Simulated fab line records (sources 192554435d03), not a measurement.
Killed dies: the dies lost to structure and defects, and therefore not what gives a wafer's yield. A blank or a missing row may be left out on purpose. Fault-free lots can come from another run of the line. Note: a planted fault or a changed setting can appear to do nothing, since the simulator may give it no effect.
fab line records	flow n5_finfet
record lots=5	wafers=15	last_day=17
route steps=1938 shown BEOL_M2@879 BEOL_M4@1111 PASSIVATION@1936
lots with no fault: from the same line, run without faults
start_h: hours from the record's opening day to when the first of the lot's shown wafers began	wait_h: how many hours have passed since the lot's step before this one	" the same as in the row above	L1.1+2: several wafers, shown together as one row	- either no value or no given start	* or withheld: withheld	< > ~ a bound
route shown NAME@n: a module of which the file shows steps, and the number in the route of the first	usual: average and standard deviation across the fault-free wafers	same: alike in all rows	chamber/n: place in a boat	sites: readings site by site	_std_site: the standard deviation of these	_edge_site: mean of outer sites minus mean of inner sites	radius_mm: for every site, how far away it sits from the centre of the wafer	mask NAME#n: copy n	behind: the last tool/chamber to shape the wafer	hold: why the lot was held/for how many hours/how that ended	device: which transistor (n, p or np) failed to switch	end of line: at the end of the route, the tests of the same wafers	where a step has no rows: the recipe by itself	killed: dies that structure and defects cost at the first sort, which is not the same as the wafer's yield	map: a wafer's dies, marking killed ones x, the rest . and places with no die _
set.NAME: the setting as run; set.NAME@STEP: as run at that earlier step	model.NAME: the simulator's own value behind a step, which no gauge read
lots seen at some steps along the route; tables by step, rows by wafer
services: a tool's chamber out of use, with start hour (start_h, from the record's first day; less than 0 if before it), hours out, and reason
## steps
# step N5_BEOL_M2_DESCUM_33
# recipe chemistry=O2	time_s=7	source_power_w=50	bias_power_w=20	pressure_mtorr=20	rf_frequency_hz=2.712e+07	temp_c=40	resist=CAR-EUV	o2_flow_sccm=225
# step N5_BEOL_M2_ETCH_77
# recipe chemistry=N2/H2	target=underlayer	target_depth_a=65	mask_material=CAR-EUV	time_s=5.2	ion_energy_ev=200	pressure_mtorr=30	source_w=840	bias_w=150	n2_flow_sccm=200	h2_flow_sccm=200	ends=cleared
# step N5_BEOL_M2_ETCH_69
# recipe chemistry=CF4	target=SiARC	target_depth_a=156	mask_material=CAR-EUV	time_s=26	ion_energy_ev=80	pressure_mtorr=40	source_w=545	bias_w=36	Ar_flow_sccm=100	cf4_flow_sccm=100	ends=cleared
# step N5_BEOL_M2_ALD_98
# recipe material=SiO2	target_thk_a=25	temp_c=100	ald_precursor_family=BDEAS	ald_co_reactant=O2-plasma	pulse_time_s=1	co_reactant_pulse_time_s=1	purge_time_s=2	co_reactant_purge_time_s=2	ald_cycles=17	pressure_torr=2
# step N5_BEOL_M2_ETCHBACK_99
# recipe chemistry=CHF3	target=SiO2	target_depth_a=50	time_s=10.4	source_w=215	bias_w=47	Ar_flow_sccm=200	CHF3_flow_sccm=12	ion_energy_ev=100	pressure_mtorr=30
# step N5_BEOL_M2_ETCH_70
# recipe chemistry=N2/H2	target=SOC	target_depth_a=800	overetch_a=240	mask_material=SiARC	temp_c=40	time_s=130	ion_energy_ev=200	pressure_mtorr=30	source_w=840	bias_w=150	n2_flow_sccm=200	h2_flow_sccm=200
# step N5_BEOL_M2_STRIP_71
# recipe chemistry=N2/H2	temp_c=40	n2_flow_sccm=200	h2_flow_sccm=200	rf_frequency_hz=6e+07
# step N5_BEOL_M2_STRIP_78
# recipe chemistry=N2/H2	temp_c=40	n2_flow_sccm=200	h2_flow_sccm=200	rf_frequency_hz=6e+07
# step N5_BEOL_M2_VIA_ETCH_34
# recipe chemistry=C4F6/O2	target_depth_a=694	mask_material=SOC	pressure_mtorr=15	ion_energy_ev=250	taper_deg=4	time_s=65.9	source_w=350	bias_w=170	Ar_flow_sccm=300	C4F6_flow_sccm=10	O2_flow_sccm=10
# step N5_BEOL_M2_STRIP_83
# recipe chemistry=C4F6/O2	resist=SiARC	rf_frequency_hz=6e+07
# step N5_BEOL_M2_STRIP_36
# recipe chemistry=N2/H2	power_w=450	temp_c=40	pressure_mtorr=20	rf_frequency_hz=6e+07	overash_fraction=0.3	bias_power_w=7	h2_frac=0.5	n2_flow_sccm=200	h2_flow_sccm=200
# step N5_BEOL_M2_TRENCH_ETCH_37
# recipe chemistry=C4F6/O2	target_depth_a=555.55	target=SiOC	time_s=29.2	ion_energy_ev=250	pressure_mtorr=30	source_w=355	bias_w=185	Ar_flow_sccm=300	C4F6_flow_sccm=10	O2_flow_sccm=10
# usual C4F6_flow_sccm=10.000/0.029	chamber_pressure_mTorr=30.003/0.027	drypump_motor_current_A=5.5/0.38	mfc_ar_sccm=299.9/0.83	oes_product_au=0.77/0.08	rf_vpp_V=665/10	run_length_s=52.6/0.4	showerhead_plenum_p_Torr=2.84/0.1	throttle_valve_pct=20.84/0.18
lot.wafer	tool	chamber	start_h	wait_h	C4F6_flow_sccm	chamber_pressure_mTorr	drypump_motor_current_A	mfc_ar_sccm	oes_product_au	rf_hours_counter_h	rf_vpp_V	run_length_s	showerhead_plenum_p_Torr	throttle_valve_pct	model.etch.depth_nm	model.BEOL_M2.feature_depth_nm	model.TiN_of_BEOL_M2_HM_DEP_02.thk_nm
L271.1	rie_diel-02	0	211.24	-	9.972	29.976	5.7	299.5	0.70	209	671	52.3	2.72	20.95	54.42	54.4	17.6
L271.3	"	1	"	"	9.993	29.994	5.0	300.2	0.85	42	655	52.4	2.91	20.63	55.14	55.2	17.8
L271.5	"	0	"	"	10.030	29.995	5.7	299.9	0.70	-	674	51.9	2.72	20.97	54.38	54.4	17.6
L270.2	rie_diel-02	2	222.38	-	9.966	29.990	6.0	300.1	0.71	213	649	60.7	2.93	21.04	68.61	68.6	17
L270.3	"	0	"	"	9.996	30.020	5.6	300.2	0.68	214	673	51.8	2.72	20.96	54.05	54	17.6
L270.4	"	1	"	"	10.015	29.986	5.0	299.1	0.84	47	655	52.2	2.90	20.67	54.86	54.8	17.6
L274.1	rie_diel-02	1	224.74	-	9.954	30.022	5.0	300.8	0.85	48	656	60.4	2.90	20.66	69.84	69.8	17.2
L274.3	"	0	"	"	9.993	29.955	5.6	299.7	0.70	215	674	52.5	2.72	20.96	54.24	54.2	17.6
L274.4	"	2	"	"	10.003	29.996	5.9	298.4	0.70	214	651	52.8	2.93	21.03	55.23	55.2	17.6
L275.1	rie_diel-02	1	233.86	-	10.014	30.034	5.0	300.2	0.84	54	654	59.7	2.90	20.67	70.13	70.2	17.4
L275.2	"	0	"	"	9.954	30.026	5.7	299.5	0.70	219	673	59.5	2.72	20.97	69.44	69.4	17.2
L275.6	"	2	"	"	10.065	30.047	5.9	299.9	0.70	-	651	52.7	2.93	21.03	55.06	55	18.2
L281.1	rie_diel-04	3	266.67	-	9.967	30.000	5.6	300.4	0.68	221	681	52.5	2.69	20.83	54.75	54.8	17.4
L281.3	"	2	"	"	9.974	30.017	4.8	299.7	0.84	-	674	52.7	2.77	20.76	55.17	55.2	17.4
L281.6	"	2	"	"	10.021	30.007	4.8	299.2	0.84	-	675	52.5	2.77	20.77	54.74	54.8	17.6
# step N5_BEOL_M2_ETCH_41
# recipe chemistry=CH3F/O2	target=SiCN	target_depth_a=299	taper_deg=2	time_s=52.5	ion_energy_ev=120	mask_material=TiN	pressure_mtorr=30	source_w=395	bias_w=75	Ar_flow_sccm=150	CH3F_flow_sccm=30	O2_flow_sccm=20
# step N5_BEOL_M2_STRIP_97
# recipe chemistry=N2/H2	time_s=10	power_w=450	temp_c=40	pressure_mtorr=20	rf_frequency_hz=6e+07	bias_power_w=7	n2_flow_sccm=200	h2_flow_sccm=200
# step N5_BEOL_M2_OCD_MEAS_38
# usual trench_depth_nm=55.0/0.6
lot.wafer	tool	chamber	start_h	wait_h	trench_depth_nm
L271.1	ocd-01	-	211.39	-	53.9
L271.3	"	-	"	"	54.7
L271.5	"	-	"	"	54.8
L270.2	ocd-01	-	222.54	-	68.6
L270.3	"	-	"	"	54.1
L270.4	"	-	"	"	54.8
L274.1	ocd-01	-	224.90	-	70.2
L274.3	"	-	"	"	54.6
L274.4	"	-	"	"	55.9
L275.1	ocd-02	-	234.01	-	70.3
L275.2	"	-	"	"	69.7
L275.6	"	-	"	"	55.0
L281.1	ocd-02	-	266.89	-	54.7
L281.3	"	-	"	"	54.9
L281.6	"	-	"	"	54.8
# step N5_BEOL_M2_HM_STRIP_39
# recipe chemistry=peroxide_tin_strip	material=TiN	target_depth_a=250	temp_c=50	time_s=158
# step N5_BEOL_M2_SRD_40
# recipe time_s=30	temp_c=23	rinse_liquid=diw	dry=ipa_marangoni
# step N5_BEOL_M2_PRECLEAN_42
# recipe chemistry=residue_remover	time_s=60	temp_c=40
# step N5_BEOL_M2_SRD_43
# recipe time_s=30	temp_c=23	rinse_liquid=diw	dry=ipa_marangoni
# step N5_BEOL_M2_DEGAS_44
# recipe ambient=vacuum	temp_c=250	time_s=60
# step N5_BEOL_M2_PRE_CLEAN_45
# recipe gas=H2/He	time_s=30	temp_c=250
# step N5_BEOL_M2_ALD_84
# recipe material=TaN	target_thk_a=*	temp_c=275	ald_precursor_family=PDMAT	ald_co_reactant=NH3	pressure_torr=3	carrier_flow_sccm=1500	pulse_time_s=2	purge_time_s=3	co_reactant_purge_time_s=2	co_reactant_pulse_time_s=3	ald_cycles=30	precursor_vessel_temp_c=75	precursor_vessel_pressure_torr=26.25	precursor_vessel_carrier_sccm=1000
# step N5_BEOL_M2_SURFACE_TREAT_85
# recipe gas=Ar	time_s=*	ion_energy_ev=*	ion_current_ma_cm2=0.5	pressure_mtorr=*	ar_flow_sccm=30
# step N5_BEOL_M2_CVD_47
# recipe material=Co	target_thk_a=30	temp_c=withheld	precursor=CCTBA/H2	pressure_torr=30	time_s=223.8
# step N5_BEOL_M2_SPUTTER_48
# recipe material=Cu	target_thk_a=45	temp_c=-20	chamber_pressure_pa=0.07	power_w=withheld	time_s=8.29
# step N5_BEOL_M2_ANNEAL_49
# recipe temp_c=400	time_s=240	ambient=vacuum
# step N5_BEOL_M2_SPUTTER_79
# recipe material=Cu	target_thk_a=45	temp_c=-20	chamber_pressure_pa=0.07	power_w=withheld	time_s=8.29
# step N5_BEOL_M2_ANNEAL_80
# recipe temp_c=400	time_s=240	ambient=vacuum
# step N5_BEOL_M2_SPUTTER_81
# recipe material=Cu	target_thk_a=45	temp_c=-20	chamber_pressure_pa=0.07	power_w=withheld	time_s=8.29
# step N5_BEOL_M2_ANNEAL_82
# recipe temp_c=400	time_s=240	ambient=vacuum
# step N5_BEOL_M2_SPUTTER_86
# recipe material=Cu	target_thk_a=45	temp_c=-20	chamber_pressure_pa=0.07	power_w=withheld	time_s=8.29
# step N5_BEOL_M2_ANNEAL_87
# recipe temp_c=400	time_s=240	ambient=vacuum
# step N5_BEOL_M2_SPUTTER_88
# recipe material=Cu	target_thk_a=45	temp_c=-20	chamber_pressure_pa=0.07	power_w=withheld	time_s=8.29
# step N5_BEOL_M2_ANNEAL_89
# recipe temp_c=400	time_s=240	ambient=vacuum
# step N5_BEOL_M2_SPUTTER_90
# recipe material=Cu	target_thk_a=45	temp_c=-20	chamber_pressure_pa=0.07	power_w=withheld	time_s=8.29
# step N5_BEOL_M2_ANNEAL_91
# recipe temp_c=400	time_s=240	ambient=vacuum
# step N5_BEOL_M2_SPUTTER_92
# recipe material=Cu	target_thk_a=45	temp_c=-20	chamber_pressure_pa=0.07	power_w=withheld	time_s=8.29
# step N5_BEOL_M2_ANNEAL_93
# recipe temp_c=400	time_s=240	ambient=vacuum
# step N5_BEOL_M2_SPUTTER_94
# recipe material=Cu	target_thk_a=45	temp_c=-20	chamber_pressure_pa=0.07	power_w=withheld	time_s=8.29
# step N5_BEOL_M2_ANNEAL_95
# recipe temp_c=400	time_s=240	ambient=vacuum
# step N5_BEOL_M2_CMP_52
# recipe stop_on=SiOC	t_overpolish_s=6.8	down_force_psi=1	platen_rpm=50	clearing_platen_down_force_psi=1.5	clearing_platen_rpm=50	post_cmp_clean=cu_alkaline	target_thk_nm=40	clearing_platen_pad_velocity_m_s=0.99484	pad_velocity_m_s=0.99484
# usual barrier_field_endpoint_s=24.7/0.77	motor_current_A=6.1/0.65	overpolish_run_s=6.801/0.009	time_to_endpoint_s=62/3.4
lot.wafer	tool	chamber	start_h	wait_h	barrier_field_endpoint_s	motor_current_A	overpolish_run_s	time_to_endpoint_s	model.Cu_of_BEOL_M2_ECD_50.thk_nm
L271.1	cmp-01	0	215.51	0.3	25.4	5.1	6.791	64	39.8
L271.3	"	1	"	"	26.1	5.5	6.795	69	42.2
L271.5	"	3	"	"	26.0	6.7	6.803	65	40.8
L270.2	cmp-01	1	225.66	0.2	24.9	5.9	6.809	66	53.8
L270.4	"	2	"	"	25.2	5.5	6.797	65	38.2
L270.3	"	0	"	"	25.7	5.1	6.779	63	37
L274.1	cmp-01	1	228.31	0.3	24.9	5.2	6.795	66	57
L274.4	"	2	"	"	24.5	5.7	6.805	64	40.2
L274.3	"	3	"	"	25.8	6.9	6.806	69	41.4
L275.1	cmp-01	2	237.68	0.3	24.7	5.7	6.805	64	54.8
L275.2	"	3	"	"	26.2	6.6	6.794	71	54.4
L275.6	"	1	"	"	25.7	5.7	6.814	66	40.2
L281.3	cmp-01	0	271.73	0.2	24.3	5.1	6.806	61	37.6
L281.1	"	2	"	"	24.0	6.1	6.809	60	38.6
L281.6	"	0	"	"	24.1	5.0	6.797	60	38.4
# step N5_BEOL_M2_THK_MEAS_53
# recipe thk_meas_gauge=xrf	reads=Cu_of_BEOL_M2_ECD_50
# usual M2_THK=38.6/1.5
lot.wafer	tool	chamber	start_h	wait_h	M2_THK[nm]
L271.1	film_metro-02	-	215.77	-	39.4
L271.3	"	-	"	"	41.8
L271.5	"	-	"	"	40.5
L270.2	film_metro-01	-	225.95	-	53.4
L270.3	"	-	"	"	36.9
L270.4	"	-	"	"	37.8
L274.1	film_metro-01	-	228.61	-	56.7
L274.3	"	-	"	"	41.1
L274.4	"	-	"	"	39.8
L275.1	film_metro-02	-	237.94	-	53.7
L275.2	"	-	"	"	53.3
L275.6	"	-	"	"	39.5
L281.1	film_metro-01	-	272.02	-	37.9
L281.3	"	-	"	"	36.9
L281.6	"	-	"	"	37.8
# step N5_BEOL_M2_RS_MEAS_58
# recipe thk_meas_gauge=four-point-probe	reads=Co_of_BEOL_M2_CO_CAP_55+Cu_of_BEOL_M2_ECD_50+Co_of_BEOL_M2_CVD_47+TaN_of_BEOL_M2_ALD_84
# usual M2_RS=0.69/0.033
lot.wafer	tool	chamber	start_h	wait_h	M2_RS[ohm/sq]
L271.1	film_metro-02	-	216.03	0.0	0.67
L271.3	"	-	"	"	0.62
L271.5	"	-	"	"	0.65
L270.2	film_metro-01	-	226.24	0.1	0.46
L270.3	"	-	"	"	0.74
L270.4	"	-	"	"	0.71
L274.1	film_metro-01	-	228.90	0.1	0.43
L274.3	"	-	"	"	0.64
L274.4	"	-	"	"	0.67
L275.1	film_metro-01	-	238.20	0.0	0.45
L275.2	"	-	"	"	0.45
L275.6	"	-	"	"	0.66
L281.1	film_metro-01	-	272.28	0.0	0.70
L281.3	"	-	"	"	0.72
L281.6	"	-	"	"	0.70
# step N5_BEOL_M4_RC_MEAS_101
# usual DIBL_N=36.9/1.7	DIBL_P=36.7/2.1	IOFF_N=0.17/0.032	IOFF_P=0.22/0.036	ION_N=674/12	ION_P=461/7	SERP_M2=205/17	SERP_M2_max_site=218/19	SS_N=71.7/0.6	SS_P=73.4/0.67	VT_N=249/3.1	VT_P=-250/3.2
lot.wafer	tool	chamber	start_h	wait_h	DIBL_N[mV/V]	DIBL_P[mV/V]	IOFF_N[nA/um]	IOFF_P[nA/um]	ION_N[uA/um]	ION_P[uA/um]	SERP_M2[ohm/um]	SERP_M2_max_site[ohm/um]	SS_N[mV/dec]	SS_P[mV/dec]	VT_N[mV]	VT_P[mV]
L271.1	prober-01	0	231.77	0.0	38.4	37.2	0.21	0.25	687	464	204	214	72.9	73.5	247	-246
L271.3	"	0	"	"	37.7	35.6	0.18	0.23	672	462	194	215	72.1	72.9	251	-247
L271.5	"	0	"	"	36.0	33.9	0.16	0.20	673	456	218	233	71.8	72.3	251	-250
L270.2	prober-01	0	248.76	0.2	38.3	37.0	0.20	0.23	679	462	140	145	71.8	73.1	247	-250
L270.3	"	0	"	"	40.8	41.3	0.25	0.31	694	471	228	241	72.6	75.5	245	-246
L270.4	"	0	"	"	37.2	36.2	0.17	0.21	675	456	194	201	71.5	73.8	249	-249
L274.1	prober-01	0	249.71	0.0	37.9	38.3	0.20	0.25	681	464	133	142	71.8	73.7	247	-251
L274.3	"	0	"	"	37.7	37.7	0.20	0.24	686	467	205	221	72.0	74.1	247	-247
L274.4	"	0	"	"	37.2	37.0	0.18	0.22	681	464	220	229	70.8	73.4	248	-248
L275.1	prober-01	0	257.08	0.0	35.7	33.8	0.15	0.19	678	461	137	147	71.1	72.7	247	-250
L275.2	"	0	"	"	37.6	37.9	0.20	0.27	681	470	143	153	71.9	73.9	247	-246
L275.6	"	0	"	"	38.5	37.4	0.21	0.25	681	461	204	222	71.8	73.8	245	-245
L281.1	prober-02	0	293.04	0.0	33.9	32.4	0.11	0.16	653	450	185	191	71.3	72.7	255	-253
L281.3	"	0	"	"	34.6	33.8	0.13	0.19	654	453	209	218	72.4	73.2	253	-251
L281.6	"	0	"	"	34.1	33.3	0.13	0.17	659	451	198	209	70.8	72.8	255	-250
# sites SERP_M2 radius_mm=0,75,75,75,75,140,140,140,140
L271.1 194 197 211 206 198 202 206 204 214
L270.2 143 143 135 136 140 140 137 138 145
L274.1 133 138 136 133 142 133 125 124 126
L275.1 138 142 137 141 147 127 124 117 128
L281.1 175 183 186 182 179 191 185 185 186
# step N5_PASSIVATION_PROBE_49
# usual defect_limited_yield=91.7/1.5	killed_at_M0_to_M3=32/9.6	killed_at_M4_up=13/5.3	killed_at_contacts=12/6.8	killed_at_front_end=36/9.8	killed_at_other=4/3.1	killed_dies=98/17	killed_open=65/13	killed_short=32/8.5	sort_bin_5_function=4.9/0.93	sort_bin_6_memory=3.2/0.67	sort_n_pass=1082/17	sort_yield_pct=91.7/1.4
# same gross_dies=1180	killed_at_back_side=0	sort_bin_4_leakage[%]=0	sort_bin_8_speed[%]=0
lot.wafer	tool	chamber	start_h	wait_h	defect_limited_yield[%]	killed_at_M0_to_M3	killed_at_M4_up	killed_at_contacts	killed_at_front_end	killed_at_other	killed_dies	killed_open	killed_short	sort_bin_5_function[%]	sort_bin_6_memory[%]	sort_n_pass	sort_yield_pct[%]
L271.1	prober-02	-	329.85	0.0	92.1	44	17	7	23	2	93	62	31	4.9	2.5	1087	92.1
L271.3	prober-02	-	329.95	0.1	92.0	42	9	15	28	0	94	63	31	4.7	3.1	1086	92.0
L271.5	prober-02	-	330.05	0.2	90.7	50	11	12	36	1	110	84	26	4.7	4.4	1070	90.7
L274.1	prober-01	-	346.13	0.0	92.0	33	12	6	40	3	94	54	40	4.4	3.2	1086	92.0
L274.3	prober-01	-	346.23	0.1	90.8	29	14	8	51	6	108	62	45	4.5	4.4	1072	90.8
L274.4	prober-01	-	346.28	0.2	95.4	11	12	13	16	2	54	37	17	2.5	2.0	1126	95.4
L270.2	prober-02	-	359.20	0.1	89.3	33	7	7	61	18	126	76	50	6.7	3.8	1054	89.3
L270.3	prober-02	-	359.25	0.1	92.9	36	12	3	26	7	84	55	28	4.5	2.6	1096	92.9
L270.4	prober-02	-	359.30	0.2	90.1	36	17	10	50	4	117	81	36	5.8	3.7	1063	90.1
L275.1	prober-02	-	361.00	0.9	91.4	32	17	2	46	5	102	71	30	5.2	3.4	1078	91.4
L275.2	prober-02	-	361.05	1.0	90.9	31	20	4	48	4	107	73	32	5.5	3.2	1073	90.9
L275.6	prober-02	-	361.25	1.2	91.0	31	20	9	40	6	106	72	34	5.7	3.1	1074	91.0
L281.1	prober-01	-	398.41	0.0	91.0	29	14	10	50	3	106	77	27	5.6	3.0	1074	91.0
L281.3	prober-01	-	398.51	0.1	93.7	23	16	8	25	2	74	52	22	3.6	2.4	1106	93.7
L281.6	prober-01	-	398.66	0.3	93.8	17	13	5	24	14	73	41	31	3.6	2.4	1107	93.8
# killed by level:class
L271.1 BEOL_M0_SAQP:geometric_particle:short=16 BEOL_M0_SAQP:geometric_particle:open=9 BEOL_M3:geometric_particle:open=9 BEOL_M4:geometric_particle:open=7 STI_FIN_REVEAL:geometric_particle:open=6 MOL_CONTACT_COAG:geometric_particle:open=6 FIN_SAQP:geometric_particle:open=5 BEOL_M0:geometric_particle:open=4
L271.3 MOL_CONTACT_COAG:geometric_particle:open=14 BEOL_M0_SAQP:geometric_particle:short=12 BEOL_M0_SAQP:geometric_particle:open=9 STI_FIN_REVEAL:geometric_particle:open=8 BEOL_M4:geometric_particle:open=8 BEOL_M3:geometric_particle:open=7 BEOL_M1:geometric_particle:open=6 BEOL_M3:geometric_particle:short=6
L271.5 STI_FIN_REVEAL:geometric_particle:open=14 BEOL_M3:geometric_particle:open=12 MOL_CONTACT_COAG:geometric_particle:open=11 BEOL_M0_SAQP:geometric_particle:short=10 BEOL_M0:geometric_particle:open=9 FIN_SAQP:geometric_particle:open=7 BEOL_M0_SAQP:geometric_particle:open=7 FIN_SAQP:geometric_particle:short=6
L274.1 STI_FIN_REVEAL:geometric_particle:open=12 BEOL_M0_SAQP:geometric_particle:open=11 BEOL_M0_SAQP:geometric_particle:short=9 BEOL_M3:geometric_particle:open=7 BEOL_M4:geometric_particle:open=7 FIN_SAQP:geometric_particle:short=5 MOL_CONTACT_COAG:geometric_particle:open=5 STARTING-WAFER:geometric_particle:short=5
L274.3 STI_FIN_REVEAL:geometric_particle:open=14 FIN_SAQP:geometric_particle:short=10 FIN_SAQP:geometric_particle:open=8 BEOL_M0_SAQP:geometric_particle:short=8 BEOL_M2:geometric_particle:open=7 BEOL_M4:geometric_particle:open=7 MOL_CONTACT_COAG:geometric_particle:open=5 BEOL_M1:geometric_particle:short=5
L274.4 MOL_CONTACT_COAG:geometric_particle:open=10 BEOL_M4:geometric_particle:open=6 MOL_CONTACT_COAG:geometric_particle:short=3 BEOL_M0_SAQP:geometric_particle:open=3 BEOL_M2:geometric_particle:open=3 FIN_SAQP:geometric_particle:open=2 STI_FIN_REVEAL:geometric_particle:open=2 ILD0:geometric_particle:short=2
L270.2 MIM_TOP_ETCH:geometric_particle:short=12 FIN_SAQP:geometric_particle:short=11 FIN_SAQP:geometric_particle:open=10 GATE_CUT:geometric_particle:open=10 BEOL_M3:geometric_particle:open=10 GATE_CUT:geometric_particle:short=8 STI_FIN_REVEAL:geometric_particle:open=7 MOL_CONTACT_COAG:geometric_particle:open=6
L270.3 BEOL_M2:geometric_particle:open=10 BEOL_M0:geometric_particle:open=8 FIN_SAQP:geometric_particle:short=6 BEOL_M1:geometric_particle:open=5 BEOL_M4:geometric_particle:open=5 GATE_CUT:geometric_particle:short=4 BEOL_M0_SAQP:geometric_particle:short=4 FIN_SAQP:geometric_particle:open=3
L270.4 GATE_CUT:geometric_particle:short=11 FIN_SAQP:geometric_particle:open=9 FIN_SAQP:geometric_particle:short=9 MOL_CONTACT_COAG:geometric_particle:open=9 BEOL_M2:geometric_particle:open=9 GATE_CUT:geometric_particle:open=8 BEOL_M4:geometric_particle:open=8 BEOL_M3:geometric_particle:open=7
L275.1 STI_FIN_REVEAL:geometric_particle:open=11 FIN_SAQP:geometric_particle:open=10 BEOL_M5:geometric_particle:open=8 FIN_SAQP:geometric_particle:short=7 BEOL_M0_SAQP:geometric_particle:open=7 BEOL_M0_SAQP:geometric_particle:short=7 BEOL_M2:geometric_particle:open=6 BEOL_M3:geometric_particle:open=6
L275.2 FIN_SAQP:geometric_particle:open=15 STI_FIN_REVEAL:geometric_particle:open=8 FIN_SAQP:geometric_particle:short=7 BEOL_M0_SAQP:geometric_particle:open=7 BEOL_M2:geometric_particle:open=7 BEOL_M2:geometric_particle:short=5 BEOL_M5:geometric_particle:open=5 MOL_CONTACT_COAG:geometric_particle:open=4
L275.6 FIN_SAQP:geometric_particle:short=16 FIN_SAQP:geometric_particle:open=15 MOL_CONTACT_COAG:geometric_particle:open=9 BEOL_M4:geometric_particle:open=9 BEOL_M0:geometric_particle:open=7 BEOL_M6:geometric_particle:open=6 BEOL_M0_SAQP:geometric_particle:open=5 BEOL_M0_SAQP:geometric_particle:short=5
L281.1 STI_FIN_REVEAL:geometric_particle:open=10 MOL_CONTACT_COAG:geometric_particle:open=10 BEOL_M3:geometric_particle:open=9 FIN_SAQP:geometric_particle:open=8 FIN_SAQP:geometric_particle:short=7 DUMMY_GATE:geometric_particle:open=7 BEOL_M0_SAQP:geometric_particle:open=7 BEOL_M0_SAQP:geometric_particle:short=6
L281.3 BEOL_M4:geometric_particle:open=8 MOL_CONTACT_COAG:geometric_particle:open=6 BEOL_M1:geometric_particle:open=6 BEOL_M3:geometric_particle:open=6 BEOL_M0_SAQP:geometric_particle:open=5 FIN_SAQP:geometric_particle:open=4 FIN_SAQP:geometric_particle:short=3 GATE_CUT:geometric_particle:short=3
L281.6 PASS1_CAP:geometric_particle:short=8 BEOL_M3:geometric_particle:open=6 FIN_SAQP:geometric_particle:open=4 BEOL_M0_SAQP:geometric_particle:open=4 MOL_CONTACT_COAG:geometric_particle:open=4 PAD_METAL:geometric_particle:short=4 STARTING-WAFER:geometric_particle:open=4 FIN_SAQP:geometric_particle:short=3
## services
tool	chamber	start_h	hours	kind
rie_diel-04	-	212.45	14.6	pm
cmp-01	-	258.90	4.0	pm
cmp-01	-	262.90	-	consumable_replace:conditioner
cmp-01	-	262.90	-	consumable_replace:pad
## key
first_sign step=N5_BEOL_M2_TRENCH_ETCH_37	reading=run_length_s	direction=up	sigmas=19	usual=*	struck=*
effect step=N5_BEOL_M2_OCD_MEAS_38	reading=trench_depth_nm	direction=up	sigmas=24	usual=55.0	struck=69.7
effect step=N5_BEOL_M2_THK_MEAS_53	reading=M2_THK	direction=up	sigmas=11	usual=38.6	struck=54.3
effect step=N5_BEOL_M2_RS_MEAS_58	reading=M2_RS	direction=down	sigmas=7.3	usual=0.69	struck=0.45
effect step=N5_BEOL_M4_RC_MEAS_101	reading=SERP_M2	direction=down	sigmas=4	usual=205	struck=138
effect step=N5_BEOL_M4_RC_MEAS_101	reading=SERP_M2_max_site	direction=down	sigmas=3.8	usual=218	struck=147
model_effect step=N5_BEOL_M2_TRENCH_ETCH_37	value=etch.depth_nm	without=55.44	struck=69.5
model_effect step=N5_BEOL_M2_CMP_52	value=Cu_of_BEOL_M2_ECD_50.thk_nm	without=40.9	struck=55
met_at N5_BEOL_M2_TRENCH_ETCH_37
struck_wafers L270.2,L274.1,L275.1,L275.2
onset_between 211.24 222.38
fault kind=process_parameter_drift	tool=rie_diel-02	chamber=-	onset_h=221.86	steps=N5_BEOL_M2_TRENCH_ETCH_37	channel=time_s	offset=*	shape=step	end_h=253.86	scope=struck_wafers_only	acts_in=*	stated=*
